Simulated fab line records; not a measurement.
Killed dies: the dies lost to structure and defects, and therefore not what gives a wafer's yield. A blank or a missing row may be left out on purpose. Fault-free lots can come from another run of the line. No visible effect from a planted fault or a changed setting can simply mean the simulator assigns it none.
Which tool was responsible? + flow nand-harc + 72 wafers from 24 lots sampled at 4 of the route's 1159 steps

## WHAT THE GAUGES SHOWED, per wafer
NHARC_A_CONTACT_CD_MEAS_53.
| lot  | measured     | on        | cd-nm (nm)        |
|------|--------------|-----------|-------------------|
| L074 | day 16 07:09 | cd-sem-02 | 189.0 189.7 189.1 |
| L077 | day 16 16:11 | cd-sem-02 | 189.8 189.5 189.6 |
| L076 | day 16 16:14 | cd-sem-02 | 189.9 189.9 190.0 |
| L078 | day 16 23:10 | cd-sem-01 | 188.1 187.9 188.7 |
| L075 | day 16 22:46 | cd-sem-01 | 189.1 189.5 189.3 |
| L079 | day 17 07:43 | cd-sem-02 | 190.7 190.5 190.5 |
| L080 | day 17 10:25 | cd-sem-02 | 189.9 189.2 189.5 |
| L081 | day 18 00:13 | cd-sem-02 | 188.8 189.1 188.8 |
| L082 | day 18 09:41 | cd-sem-03 | 190.3 189.3 189.6 |
| L084 | day 18 17:35 | cd-sem-03 | 187.7 188.3 187.6 |
| L083 | day 18 14:48 | cd-sem-03 | 189.7 189.9 190.1 |
| L086 | day 19 12:52 | cd-sem-01 | 188.8 188.7 188.7 |
| L087 | day 19 14:41 | cd-sem-02 | 190.1 190.3 191.1 |
| L089 | day 19 22:22 | cd-sem-03 | 189.5 189.6 188.9 |
| L085 | day 19 22:20 | cd-sem-01 | 190.0 189.7 189.8 |
| L088 | day 20 04:35 | cd-sem-01 | 190.5 190.1 190.1 |
| L090 | day 20 05:41 | cd-sem-02 | 190.2 189.4 189.6 |
| L091 | day 20 14:10 | cd-sem-02 | 190.7 189.8 190.2 |
| L092 | day 20 10:37 | cd-sem-03 | 188.7 189.0 188.8 |
| L093 | day 20 22:35 | cd-sem-01 | 188.7 189.5 188.5 |
| L095 | day 21 19:47 | cd-sem-02 | 189.3 189.7 189.6 |
| L094 | day 22 00:02 | cd-sem-01 | 188.7 188.7 188.6 |
| L097 | day 22 05:08 | cd-sem-02 | 190.8 190.6 190.0 |
| L096 | day 22 13:08 | cd-sem-02 | 189.9 189.9 190.1 |

## WHAT TOOL EACH LOT RAN ON (gives the tool, then ch and the chambers of the sampled wafers, and finally the start)
| lot  | NHARC_A_SGD_CUT_STRIP_28                      | NHARC_A_WL_FILL_ETCHBACK_05       | NHARC_A_CONTACT_DEP_24          |
|------|-----------------------------------------------|-----------------------------------|---------------------------------|
| L074 | rie-diel-06 ch 0,1,3, day 15 02:02 or earlier | rie-metal-03 ch 0,1, day 15 02:02 | pecvd-03 ch 1,2, day 16 00:04   |
| L077 | rie-diel-12 ch 0,1,2, day 15 13:44 or earlier | rie-metal-01 ch 0,1, day 15 13:44 | pecvd-03 ch 1,2, day 16 08:12   |
| L076 | rie-diel-09 ch 0,1,3, day 15 10:54 or earlier | rie-metal-02 ch 0,1, day 15 10:54 | pecvd-02 ch 1,2, day 16 08:16   |
| L078 | rie-diel-12 ch 0,1,2, day 15 14:50 or earlier | rie-metal-03 ch 0,1, day 15 14:50 | pecvd-04 ch 1,2, day 16 13:03   |
| L075 | rie-diel-06 ch 0,2,3, day 15 16:34 or earlier | rie-metal-02 ch 0,1, day 15 16:34 | pecvd-03 ch 0,1,2, day 16 12:38 |
| L079 | rie-diel-09 ch 0,2,3, day 15 23:38 or earlier | rie-metal-01 ch 0,1, day 15 23:38 | pecvd-03 ch 0,2, day 16 23:58   |
| L080 | rie-diel-06 ch 0,2,3, day 16 02:08 or earlier | rie-metal-01 ch 0,1, day 16 02:08 | pecvd-03 ch 0,1,2, day 17 03:14 |
| L081 | rie-diel-12 ch 1,3, day 16 20:07 or earlier   | rie-metal-03 ch 0,1, day 16 20:07 | pecvd-03 ch 0,1,2, day 17 17:13 |
| L082 | rie-diel-06 ch 0,2, day 16 17:37 or earlier   | rie-metal-02 ch 0,1, day 16 17:37 | pecvd-03 ch 0,1,2, day 17 20:23 |
| L084 | rie-diel-12 ch 2,3, day 17 09:23 or earlier   | rie-metal-01 ch 0,1, day 17 09:23 | pecvd-02 ch 1,2, day 18 08:56   |
| L083 | rie-diel-06 ch 1,2, day 17 06:37 or earlier   | rie-metal-03 ch 0,1, day 17 06:37 | pecvd-03 ch 1,2, day 18 04:37   |
| L086 | rie-diel-12 ch 1,2,3, day 18 06:56 or earlier | rie-metal-03 ch 0,1, day 18 06:56 | pecvd-04 ch 0,1,2, day 19 05:46 |
| L087 | rie-diel-06 ch 0,2,3, day 18 09:49 or earlier | rie-metal-01 ch 1, day 18 09:49   | pecvd-02 ch 0,1,2, day 19 07:52 |
| L089 | rie-diel-06 ch 0,2, day 18 18:14 or earlier   | rie-metal-03 ch 0, day 18 18:14   | pecvd-02 ch 1,2, day 19 15:16   |
| L085 | rie-diel-09 ch 0,2,3, day 17 18:19            | rie-metal-03 ch 0,1, day 18 15:23 | pecvd-03 ch 0,1,2, day 19 15:08 |
| L088 | rie-diel-12 ch 0,1,3, day 18 15:31 or earlier | rie-metal-02 ch 0,1, day 18 15:31 | pecvd-03 ch 0,1,2, day 19 21:18 |
| L090 | rie-diel-12 ch 0,2,3, day 19 02:49 or earlier | rie-metal-01 ch 0,1, day 19 02:49 | pecvd-04 ch 0,1, day 19 22:20   |
| L091 | rie-diel-09 ch 1,2,3, day 18 23:58 or earlier | rie-metal-03 ch 1, day 18 23:58   | pecvd-02 ch 0,2, day 20 02:40   |
| L092 | rie-diel-06 ch 1,2, day 19 00:08 or earlier   | rie-metal-01 ch 0,1, day 19 00:08 | pecvd-04 ch 1,2, day 20 01:37   |
| L093 | rie-diel-09 ch 0,1,2, day 19 17:31 or earlier | rie-metal-03 ch 0,1, day 19 17:31 | pecvd-04 ch 0,1, day 20 15:11   |
| L095 | rie-diel-12 ch 0,1,3, day 20 04:24 or earlier | rie-metal-02 ch 0,1, day 20 04:24 | pecvd-04 ch 0,1, day 21 12:48   |
| L094 | rie-diel-06 ch 2,3, day 20 04:55 or earlier   | rie-metal-01 ch 0,1, day 20 04:55 | pecvd-03 ch 0,1,2, day 21 17:13 |
| L097 | rie-diel-12 ch 0,2,3, day 20 17:06 or earlier | rie-metal-03 ch 0,1, day 20 17:06 | pecvd-04 ch 0,1, day 21 22:10   |
| L096 | rie-diel-09 ch 0,3, day 20 01:56              | rie-metal-01 ch 0,1, day 21 01:12 | pecvd-02 ch 0,2, day 22 03:44   |
- NHARC_A_SGD_CUT_STRIP_28: strips in O2, time 20 s.
- NHARC_A_WL_FILL_ETCHBACK_05: etches the open film in Cl2/BCl3, target depth 22 nm, time 60 s.
- NHARC_A_CONTACT_DEP_24: deposits SiO2, target thk 500 nm.

## WHAT THE TOOLS THEMSELVES READ (means of the sampled wafers that have a number; where no wafer has one, the mark that the record gives instead)
NHARC_A_SGD_CUT_STRIP_28.
| lot  | tool        | chamber-pressure-mTorr (mTorr) | drypump-motor-current-A (A) | oes-product-au (a.u.) | rf-vpp-V (V) | showerhead-plenum-p-Torr (Torr) | throttle-valve-pct (%) |
|------|-------------|--------------------------------|-----------------------------|-----------------------|--------------|---------------------------------|------------------------|
| L074 | rie-diel-06 | 60.01                          | 5.9                         | 0.999                 | 58.2         | 3.46                            | 17.041                 |
| L077 | rie-diel-12 | 60.03                          | 5.9                         | 0.992                 | 57.5         | 3.46                            | 17.034                 |
| L076 | rie-diel-09 | 59.99                          | 5.2                         | 0.993                 | 57.6         | 3.61                            | 17.041                 |
| L078 | rie-diel-12 | 60.06                          | 5.9                         | 1.000                 | 57.7         | 3.46                            | 17.038                 |
| L075 | rie-diel-06 | 59.99                          | 5.6                         | 0.991                 | 57.8         | 3.46                            | 17.034                 |
| L079 | rie-diel-09 | 59.95                          | 5.7                         | 0.998                 | 57.6         | 3.55                            | 17.036                 |
| L080 | rie-diel-06 | 60.02                          | 5.6                         | 1.002                 | 57.7         | 3.46                            | 17.037                 |
| L081 | rie-diel-12 | 59.99                          | 5.7                         | 1.000                 | 57.0         | 3.47                            | 17.035                 |
| L082 | rie-diel-06 | 59.97                          | 5.3                         | 0.999                 | 57.2         | 3.50                            | 17.037                 |
| L084 | rie-diel-12 | 60.06                          | 6.4                         | 1.004                 | 57.5         | 3.65                            | 17.039                 |
| L083 | rie-diel-06 | 60.03                          | 5.7                         | 0.996                 | 58.4         | 3.52                            | 17.040                 |
| L086 | rie-diel-12 | 60.06                          | 6.1                         | 0.995                 | 57.7         | 3.56                            | 17.046                 |
| L087 | rie-diel-06 | 60.05                          | 5.6                         | 0.993                 | 57.3         | 3.46                            | 17.035                 |
| L089 | rie-diel-06 | 59.99                          | 5.3                         | 0.997                 | 57.4         | 3.50                            | 17.036                 |
| L085 | rie-diel-09 | 59.97                          | 5.7                         | 1.003                 | 57.9         | 3.55                            | 17.038                 |
| L088 | rie-diel-12 | 60.01                          | 5.9                         | 0.994                 | 57.6         | 3.43                            | 17.040                 |
| L090 | rie-diel-12 | 59.99                          | 6.2                         | 0.998                 | 57.7         | 3.53                            | 17.029                 |
| L091 | rie-diel-09 | 60.00                          | 5.7                         | 1.005                 | 58.0         | 3.50                            | 17.035                 |
| L092 | rie-diel-06 | 60.04                          | 5.4                         | 0.999                 | 58.4         | 3.52                            | 17.036                 |
| L093 | rie-diel-09 | 60.06                          | 5.6                         | 0.996                 | 57.5         | 3.55                            | 17.030                 |
| L095 | rie-diel-12 | 59.98                          | 5.9                         | 1.000                 | 57.7         | 3.43                            | 17.033                 |
| L094 | rie-diel-06 | 59.92                          | 5.7                         | 0.998                 | 56.4         | 3.44                            | 17.038                 |
| L097 | rie-diel-12 | 59.96                          | 6.2                         | 1.003                 | 57.6         | 3.52                            | 17.041                 |
| L096 | rie-diel-09 | 60.01                          | 5.2                         | 0.998                 | 57.4         | 3.65                            | 17.029                 |

NHARC_A_WL_FILL_ETCHBACK_05.
| lot  | tool         | chamber-pressure-mTorr (mTorr) | drypump-motor-current-A (A) | oes-product-au (a.u.) |
|------|--------------|--------------------------------|-----------------------------|-----------------------|
| L074 | rie-metal-03 | 9.997                          | 6.1                         | 0.997                 |
| L077 | rie-metal-01 | 9.999                          | 6.1                         | 1.003                 |
| L076 | rie-metal-02 | 10.003                         | 5.3                         | 1.011                 |
| L078 | rie-metal-03 | 9.997                          | 5.7                         | 1.007                 |
| L075 | rie-metal-02 | 10.000                         | 5.5                         | 1.002                 |
| L079 | rie-metal-01 | 9.994                          | 6.1                         | 1.001                 |
| L080 | rie-metal-01 | 9.987                          | 6.1                         | 1.000                 |
| L081 | rie-metal-03 | 10.006                         | 6.1                         | 0.997                 |
| L082 | rie-metal-02 | 10.005                         | 5.3                         | 0.999                 |
| L084 | rie-metal-01 | 10.004                         | 5.8                         | 1.007                 |
| L083 | rie-metal-03 | 9.998                          | 5.7                         | 1.005                 |
| L086 | rie-metal-03 | 9.994                          | 6.2                         | 1.010                 |
| L087 | rie-metal-01 | 10.004                         | 5.5                         | 1.004                 |
| L089 | rie-metal-03 | 10.000                         | 6.6                         | 0.996                 |
| L085 | rie-metal-03 | 10.007                         | 6.1                         | 1.003                 |
| L088 | rie-metal-02 | 9.996                          | 5.5                         | 0.996                 |
| L090 | rie-metal-01 | 10.008                         | 6.1                         | 1.005                 |
| L091 | rie-metal-03 | 9.993                          | 5.4                         | 1.006                 |
| L092 | rie-metal-01 | 10.005                         | 6.1                         | 1.010                 |
| L093 | rie-metal-03 | 10.003                         | 6.1                         | 1.016                 |
| L095 | rie-metal-02 | 10.003                         | 5.3                         | 0.997                 |
| L094 | rie-metal-01 | 10.001                         | 5.8                         | 1.006                 |
| L097 | rie-metal-03 | 10.005                         | 5.8                         | 0.999                 |
| L096 | rie-metal-01 | 9.994                          | 5.8                         | 1.005                 |

NHARC_A_CONTACT_DEP_24.
| lot  | tool     | heater-power-w (W) | mfc-precursor-sccm (sccm) | throttle-valve-pct (%) |
|------|----------|--------------------|---------------------------|------------------------|
| L074 | pecvd-03 | 404                | 161.6                     | 16.1                   |
| L077 | pecvd-03 | 435                | 161.1                     | 16.0                   |
| L076 | pecvd-02 | 747                | 161.6                     | 16.2                   |
| L078 | pecvd-04 | 588                | 161.8                     | 16.9                   |
| L075 | pecvd-03 | 507                | 161.8                     | 16.1                   |
| L079 | pecvd-03 | 462                | 161.4                     | 16.1                   |
| L080 | pecvd-03 | 481                | 160.9                     | 16.2                   |
| L081 | pecvd-03 | 502                | 161.2                     | 16.2                   |
| L082 | pecvd-03 | 498                | 160.8                     | 16.3                   |
| L084 | pecvd-02 | 580                | 161.2                     | 16.1                   |
| L083 | pecvd-03 | 454                | 162.1                     | 16.1                   |
| L086 | pecvd-04 | 494                | 161.6                     | 16.3                   |
| L087 | pecvd-02 | 654                | 161.4                     | 16.1                   |
| L089 | pecvd-02 | 635                | 161.3                     | 16.3                   |
| L085 | pecvd-03 | 483                | 161.8                     | 16.3                   |
| L088 | pecvd-03 | 438                | 161.3                     | 16.3                   |
| L090 | pecvd-04 | 564                | 161.8                     | 15.7                   |
| L091 | pecvd-02 | 605                | 161.4                     | 16.2                   |
| L092 | pecvd-04 | 497                | 160.8                     | 16.7                   |
| L093 | pecvd-04 | 565                | 161.6                     | 15.6                   |
| L095 | pecvd-04 | 610                | 161.6                     | 16.1                   |
| L094 | pecvd-03 | 509                | 161.8                     | 15.7                   |
| L097 | pecvd-04 | 691                | 161.5                     | 16.1                   |
| L096 | pecvd-02 | 785                | 161.4                     | 16.3                   |

## THE ANSWER, worked out from the rows above alone
Rule: the lots themselves supply what counts as usual. The widest of any qualifying gaps counts: lots, ordered by their means at a reading, are off when they make up no more than a third of the lots, leave a main group of 4 or more, and stand apart from it by 3 or more times the standard deviation of that group's means. A main group is skipped when, at the precision printed for the reading in the tables above, its means are all equal. A lot without any number at a reading at which 4 lots or more have one is off too. Where the step has rows for the other lots, those lots are counted as sound. After the gauges, taken in route order, come the tools' own readings; for these a lot's mean is taken, as printed above. At the first step where some lot is off, the reading lying furthest off is the one used; lots without a number count as furthest.
No lot is off on any of the readings shown, so nothing can be concluded from this.

## WHAT THE SIMULATOR PUT IN
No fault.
